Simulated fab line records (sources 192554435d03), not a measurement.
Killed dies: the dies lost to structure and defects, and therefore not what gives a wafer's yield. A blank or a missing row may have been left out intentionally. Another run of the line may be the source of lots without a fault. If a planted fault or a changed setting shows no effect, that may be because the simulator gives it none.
Which tool is to blame?    flow n5_finfet    11 lots, 33 wafers sampled, at 4 steps of a route of 1938

== WHAT THE GAUGES SHOWED, per wafer ==
N5_HKMG_FIN_OVL_MEAS_50. Usual: NDIPOLE_OVL typically reads 0.4 nm, with standard deviation 0.74.
lot   measured     on          NDIPOLE_OVL (nm)  flag
L346  day 4 11:24  overlay-02  0.8 0.4 0.4       
L348  day 5 05:20  overlay-02  1.5 0.1 1.2       
L349  day 5 11:10  overlay-02  -0.5 -1.0 -1.0    
L350  day 5 14:31  overlay-02  -1.9 0.0 -2.0     
L356  day 7 06:28  overlay-01  0.5 -0.1 0.0      
L357  day 7 09:39  overlay-02  0.6 -0.4 0.3      
L358  day 7 14:22  overlay-01  0.5 0.8 0.8       
L359  day 7 22:16  overlay-01  0.5 1.2 1.1       
L361  day 8 06:44  overlay-01  0.8 0.9 1.4       
L362  day 8 09:17  overlay-02  1.1 0.6 1.6       
L367  day 9 20:25  overlay-02  1.4 1.3 0.3       

N5_HKMG_FIN_INSPECT_14: inspects for defects (macro). Usual: 2.1 for raw_defect_count, sd 1.5.
lot   measured     on                 raw_defect_count  flag
L346  day 4 14:56  defect_inspect-02  1 1 1             
L348  day 5 08:55  defect_inspect-01  5 0 3             
L349  day 5 14:35  defect_inspect-02  4 2 2             
L350  day 5 18:14  defect_inspect-01  4 1 1             
L356  day 7 09:52  defect_inspect-01  3 2 2             
L357  day 7 13:28  defect_inspect-01  4 1 5             
L358  day 7 18:05  defect_inspect-01  3 3 5             
L359  day 8 01:44  defect_inspect-02  0 2 0             
L361  day 8 10:11  defect_inspect-02  >300 >300 >300    OFF
L362  day 8 12:55  defect_inspect-01  >300 >300 >300    OFF
L367  day 9 23:50  defect_inspect-01  3 4 1             

== EACH LOT AND THE TOOL THAT RAN IT (in order: tool; ch and the chambers of the sampled wafers; start) ==
lot   N5_HKMG_FIN_ETCH_58                N5_HKMG_FIN_ALD_79
L346  rie_diel-06 ch 0,1,2, day 4 11:53  ald_metal-03 ch 0,1, day 4 12:58
L348  rie_diel-02 ch 1,2,3, day 5 05:52  ald_metal-04 ch 1,2, day 5 06:56
L349  rie_diel-06 ch 1,2,3, day 5 11:31  ald_metal-04 ch 0,2,3, day 5 12:35
L350  rie_diel-01 ch 0,1,3, day 5 15:12  ald_metal-03 ch 0,2,3, day 5 16:16
L356  rie_diel-02 ch 0,3, day 7 06:50    ald_metal-01 ch 1,2,3, day 7 07:54
L357  rie_diel-06 ch 0,3, day 7 10:16    ald_metal-03 ch 0,2,3, day 7 11:20
L358  rie_diel-01 ch 0,1,3, day 7 14:53  ald_metal-04 ch 0,2,3, day 7 15:57
L359  rie_diel-06 ch 1,2,3, day 7 22:37  ald_metal-01 ch 2,3, day 7 23:42
L361  rie_diel-02 ch 0,1,3, day 8 07:05  ald_metal-03 ch 2,3, day 8 08:14
L362  rie_diel-02 ch 0,1,3, day 8 09:52  ald_metal-03 ch 0,1,3, day 8 10:56
L367  rie_diel-02 ch 0,1,2, day 9 20:46  ald_metal-04 ch 1,2, day 9 21:51
- N5_HKMG_FIN_ETCH_58: etches SOC in N2/H2, target depth 215.8 nm, time 741 s.
- N5_HKMG_FIN_ALD_79: deposits TiN, target thk 1.5 nm, pulse time 1 s, purge time 3 s.

== WHAT THE TOOLS THEMSELVES READ (means of the sampled wafers that have a number; where no wafer has one, the mark that the record gives instead) ==
N5_HKMG_FIN_ETCH_58. Usual: drypump_motor_current_A 5.5 A, standard deviation 0.39; h2_flow_sccm 200.0 sccm, standard deviation 0.58; oes_product_au 0.76 a.u., standard deviation 0.053; rf_vpp_V 99.2 V, standard deviation 0.97; showerhead_plenum_p_Torr 2.54 Torr, standard deviation 0.087; throttle_valve_pct 17.94 %, standard deviation 0.23.
lot   tool         drypump_motor_current_A (A)  h2_flow_sccm (sccm)  oes_product_au (a.u.)  rf_vpp_V (V)  showerhead_plenum_p_Torr (Torr)  throttle_valve_pct (%)  flag
L346  rie_diel-06  5.2                          199.7                0.72                   99.3          2.59                             17.90                   
L348  rie_diel-02  5.2                          200.0                0.75                   99.3          2.54                             18.10                   
L349  rie_diel-06  5.4                          199.8                0.73                   99.2          2.53                             17.91                   
L350  rie_diel-01  5.7                          200.2                0.86                   99.7          2.57                             17.76                   
L356  rie_diel-02  5.5                          200.3                0.75                   99.7          2.58                             18.13                   
L357  rie_diel-06  5.7                          200.3                0.75                   99.1          2.51                             18.01                   
L358  rie_diel-01  5.7                          200.5                0.83                   98.7          2.56                             17.78                   
L359  rie_diel-06  5.4                          200.0                0.82                   98.8          2.52                             17.82                   
L361  rie_diel-02  5.5                          199.3                0.76                   98.7          2.55                             17.96                   
L362  rie_diel-02  5.5                          200.4                0.75                   99.8          2.54                             17.97                   
L367  rie_diel-02  5.6                          199.4                0.73                   99.1          2.46                             17.93                   

N5_HKMG_FIN_ALD_79. Usual: heater_power_w 885 W, standard deviation 110; precursor_pulse_height_rel 0.999, standard deviation 0.02.
lot   tool          heater_power_w (W)  precursor_pulse_height_rel  flag
L346  ald_metal-03  809                 1.010                       
L348  ald_metal-04  1036                0.986                       
L349  ald_metal-04  1001                0.993                       
L350  ald_metal-03  813                 1.025                       
L356  ald_metal-01  863                 1.008                       
L357  ald_metal-03  817                 1.015                       
L358  ald_metal-04  992                 0.998                       
L359  ald_metal-01  913                 0.981                       
L361  ald_metal-03  817                 1.015                       
L362  ald_metal-03  838                 1.002                       
L367  ald_metal-04  1002                1.000                       

== THE ANSWER, worked out from the rows above alone ==
Rule: a lot is off if the mean of its wafers that have a number lies more than 3 standard deviations from the usual mean. A lot without any number at a reading at which 4 lots or more have one is off too. Any other lot the step has rows for is counted as sound. Order of review: gauges by route order, followed by the tools' own readings, for which a lot's mean as printed above is used. The first step at which some lot is off is used, and at that step the reading that is off furthest; a lot without a number counts as furthest.
Off at N5_HKMG_FIN_INSPECT_14 (raw_defect_count): L361, L362. Without a number there: L361, L362.
If a tool, at a process step before that reading, ran all the lots that are off and no sound lot after the first of them, it fits. Gauges at N5_HKMG_FIN_INSPECT_14: tried the same way as those tools. One fits: ald_metal-03 at N5_HKMG_FIN_ALD_79. A fault onset in the window from L357 (day 7 11:20, its last sound lot) to L361 (day 8 08:14, its first lot off) fits.

== WHAT HAD BEEN PUT IN BY THE SIMULATOR ==
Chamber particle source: ald_metal-03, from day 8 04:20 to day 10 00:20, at N5_HKMG_FIN_ALD_79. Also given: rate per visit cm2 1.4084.
Lots struck among those shown: L361, L362. This agrees with what the rule above found.
